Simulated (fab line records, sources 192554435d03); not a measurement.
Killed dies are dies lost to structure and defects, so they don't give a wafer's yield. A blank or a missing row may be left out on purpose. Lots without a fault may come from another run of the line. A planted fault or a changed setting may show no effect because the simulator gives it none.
Chamber matching | flow n5_finfet | N5_BEOL_M6_DESCUM_16 on rie_diel-01: 3 sister chambers
The step chemistry O2, time 7.9 s. 3 wafers are shown with their chamber, then 6 later ones without.

WAFERS WITH THEIR CHAMBER
wafer  | chamber | drypump_motor_current_A (A)
L090.5 | 1       | 5.1
L090.6 | 2       | 5.3
L092.2 | 3       | 6.3

WAFERS WITHOUT THEIR CHAMBER
wafer  | drypump_motor_current_A (A)
L092.4 | 5.3
L092.5 | 5.1
L094.2 | 5.1
L094.4 | 5.4
L097.1 | 6.3
L097.5 | 5.1

WHICH CHAMBER EACH WENT THROUGH
wafer  | from the rows above | in truth
L092.4 | 2                   | 2
L092.5 | 1                   | 1
L094.2 | 1                   | 1
L094.4 | 2                   | 2
L097.1 | 3                   | 3
L097.5 | 1                   | 1
Placed correctly: 6 of 6. Can't be placed from these rows: 0. Placed wrongly: 0.
How it was worked out, from the rows above alone: a wafer's distance from a chamber is the root of the sum, over the readings, of the square of ((its reading less the chamber's mean) divided by the reading's scatter). The wafer belongs to the nearest chamber; if the next one is less than 2 further off, it can't be placed. A chamber's mean is the mean of its shown wafers. The scatter: with one shown wafer a chamber, the root of the mean of the squares of how far each hidden wafer lies from its nearest shown one.
